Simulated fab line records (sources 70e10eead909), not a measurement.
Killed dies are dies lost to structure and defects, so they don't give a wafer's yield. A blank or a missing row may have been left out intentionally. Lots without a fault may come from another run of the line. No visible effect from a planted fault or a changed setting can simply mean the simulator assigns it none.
Comparing a struck lot with a sound one | flow nandHarc | 13 out of 1302 route steps
Sound: the wafers L896.1, L896.4, L896.6. Struck: wafer L899.5 (L899.2, L899.3, from the same lot, were not struck and are left out); the cause is given at the end.
For every step that has rows: the tool of each side, followed by ch and its chambers, followed by its first start. Under that, the readings that differ: sound wafers | struck wafers | difference of the means | sigmas: that difference in standard deviations of wafers without a fault.
alike: readings whose means differ by less than 2 such deviations, and words and numbers that are the same on both sides. not compared: withheld readings, readings that some wafer has no value for, bounds like >300 that may hide the same value, and numbers for which the record gives no deviation and whose values overlap.
A row with sigmas, a row that says differs or no value, or rows on one side alone: a step with any of these is where the two part. When numbers do not overlap yet have no deviation, they are printed without sigmas and do not part them. A reading missing from all wafers of one side parts the sides only when that side holds two or more wafers.

first, 6 steps without rows for these wafers: NHARC_A_STAIRCASE_SOFTBAKE_284 (time 170 s); NHARC_A_STAIRCASE_EBR_285; NHARC_A_STAIRCASE_EXPOSE_286 (exposes mask CHOP 100); NHARC_A_STAIRCASE_PEB_287 (peb time 130 s); NHARC_A_STAIRCASE_DEVELOP_288 (time 140 s); NHARC_A_STAIRCASE_HARDBAKE_290 (time 140 s).
NHARC_A_STAIRCASE_DESCUM_291: chemistry O2, time 3 s.
  sound on rieDiel-11 ch 0,1,2, day 18 05:01; struck on rieDiel-11 ch 1, day 19 13:08
  alike: drypumpMotorCurrentA, oesProductAu, rfVppV, showerheadPlenumPTorr, throttleValvePct
  not compared: rfHoursCounterH
NHARC_A_STAIRCASE_ETCH_292: etches the open film in CF4/CHF3.
  sound on rieDiel-11 ch 1,2,3, day 18 05:08; struck on rieDiel-11 ch 0, day 19 13:15
  alike: biasW, drypumpMotorCurrentA, oesProductAu, rfFwdPowerW, rfVppV, showerheadPlenumPTorr, throttleValvePct
  not compared: rfHoursCounterH
NHARC_A_STAIRCASE_HM_OPEN_460: chemistry O2/COS.
  sound on rieDiel-11 ch 1,2,3; struck on rieDiel-11 ch 0
  alike: biasW, drypumpMotorCurrentA, oesProductAu, rfFwdPowerW, rfVppV, showerheadPlenumPTorr, throttleValvePct
  not compared: rfHoursCounterH
then, 1 step without rows for these wafers: NHARC_A_STAIRCASE_STRIP_461 (strips in O2/COS).
NHARC_A_STAIRCASE_ETCH_452: etches the open film in CF4/O2, target depth 30 nm, overetch 3 nm, time 16.5 s.
  sound on rieDiel-11 ch 0,1,2; struck on rieDiel-11 ch 3
reading   | sound                | struck | difference | sigmas
biasW (W) | 100.07 100.62 100.61 | 99.82  | -0.61      | -2
  alike: drypumpMotorCurrentA, oesProductAu, rfFwdPowerW, rfVppV, runLengthS, showerheadPlenumPTorr, throttleValvePct
  not compared: rfHoursCounterH
NHARC_A_STAIRCASE_ETCH_294: etches the open film in C4F8/O2/Ar, target depth 4989 nm, time 1211.6 s.
  sound on rieDiel-11 ch 0,1, day 18 05:38; struck on rieDiel-11 ch 1, day 19 13:45
reading        | sound                | struck | difference | sigmas
biasW (W)      | 2984 3002 3000       | 3017   | +22        | +2
runLengthS (s) | 1232.5 1233.1 1232.8 | 1306.7 | +73.9      | +99 or more
  alike: oesProductAu, rfFwdPowerW, rfVppV
  not compared: rfHoursCounterH
NHARC_A_STAIRCASE_STRIP_295: strips in O2.
  sound on rieDiel-11 ch 2,3; struck on rieDiel-11 ch 2
  alike: drypumpMotorCurrentA, oesProductAu, rfVppV, showerheadPlenumPTorr, throttleValvePct
  not compared: rfHoursCounterH

WHERE THEY PART
Last at NHARC_A_STAIRCASE_ETCH_294 as far as this record goes, first at NHARC_A_STAIRCASE_ETCH_452. Later steps at which nothing parts them and some readings are alike: NHARC_A_STAIRCASE_STRIP_295.

WHY: what had been put in by the simulator
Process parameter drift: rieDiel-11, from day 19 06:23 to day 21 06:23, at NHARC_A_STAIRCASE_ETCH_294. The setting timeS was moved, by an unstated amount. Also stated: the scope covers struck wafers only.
